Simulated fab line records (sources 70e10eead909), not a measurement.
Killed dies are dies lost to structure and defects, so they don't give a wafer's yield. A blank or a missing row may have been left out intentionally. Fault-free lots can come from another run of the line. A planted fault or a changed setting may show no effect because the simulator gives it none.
Which tool is to blame?	flow nand harc	6 lots with 18 wafers sampled at 5 steps, on a route of 1302 steps

## WHAT EACH GAUGE READ, for each wafer
NHARC_P_CONTACT_CD_MEAS_12 targets a cd of 90 nm.
lot	measured	on	cd nm (nm)
L927	day 7 15:28	cd sem-01	90.5 90.1 90.6
L932	day 9 17:01	cd sem-02	90.0 89.5 90.8
L938	day 12 02:22	cd sem-03	94.1 93.0 94.1
L939	day 12 16:03	cd sem-01	91.8 92.2 92.0
L944	day 14 09:48	cd sem-03	90.3 89.3 90.5
L946	day 15 07:03	cd sem-01	88.7 89.6 89.3

## WHICH TOOL RAN EACH LOT (tool, then ch and the chambers of the sampled wafers, then the start)
lot	NHARC_P_GATE_STRIP_113	NHARC_P_GATE_RTA_82	NHARC_P_CONTACT_DEP_30	NHARC_P_CONTACT_EXPOSE_09
L927	plasma asher-02 ch 0,1, day 7 11:06	rtp anneal-02 ch 0, day 7 13:26	pecvd-02 ch 1,2, day 7 13:45	arfi scanner-02 ch 0, day 7 15:20
L932	plasma asher-01 ch 0,1, day 9 12:51	rtp anneal-02 ch 0, day 9 15:12	pecvd-04 ch 0,1,2, day 9 15:28	arfi scanner-02 ch 0, day 9 16:52
L938	plasma asher-01 ch 0,1, day 11 22:21	rtp anneal-01 ch 0, day 12 00:43	pecvd-01 ch 1,2, day 12 01:02	arfi scanner-02 ch 0, day 12 02:14
L939	plasma asher-01 ch 0,1, day 12 12:01	rtp anneal-02 ch 0, day 12 14:16	pecvd-01 ch 1,2, day 12 14:41	arfi scanner-02 ch 0, day 12 15:54
L944	plasma asher-01 ch 0,1, day 14 05:22	rtp anneal-02 ch 0, day 14 07:58	pecvd-04 ch 0,1, day 14 08:20	arfi scanner-03 ch 0, day 14 09:40
L946	plasma asher-01 ch 0,1, day 15 02:53	rtp anneal-02 ch 0, day 15 05:15	pecvd-02 ch 0,1, day 15 05:31	arfi scanner-01 ch 0, day 15 06:55
- NHARC_P_GATE_STRIP_113: strips in N2/H2, time 740 s.
- NHARC_P_GATE_RTA_82: time 30 s.
- NHARC_P_CONTACT_DEP_30: deposits SiNx, target thk 30 nm.
- NHARC_P_CONTACT_EXPOSE_09: exposes mask P CA, target cd 90 nm.

## THE ANSWER, worked out from the rows above alone
Rule: usual is defined by the lots themselves. The widest of any qualifying gaps counts: lots, ordered by their means at a reading, are off when they make up no more than a third of the lots, leave a main group of 4 or more, and stand apart from it by 3 or more times the standard deviation of that group's means. A main group whose means are all the same, to the digits that the tables above print for the reading, isn't used. Also off: a lot with no number at a reading for which 4 or more lots have one. The other lots that the step has rows for count as sound.
Off at NHARC_P_CONTACT_CD_MEAS_12 (cd nm): L938, L939. The main group has a mean of 89.9 nm with a standard deviation of 0.45.
If a tool, at a process step before that reading, ran all the lots that are off and no sound lot after the first of them, it fits. Gauges at NHARC_P_CONTACT_CD_MEAS_12: tried the same way as those tools. This does not decide it: 2 tools fit, namely pecvd-01 at NHARC_P_CONTACT_DEP_30 and arfi scanner-02 at NHARC_P_CONTACT_EXPOSE_09.

## WHAT THE SIMULATOR HAD INSERTED
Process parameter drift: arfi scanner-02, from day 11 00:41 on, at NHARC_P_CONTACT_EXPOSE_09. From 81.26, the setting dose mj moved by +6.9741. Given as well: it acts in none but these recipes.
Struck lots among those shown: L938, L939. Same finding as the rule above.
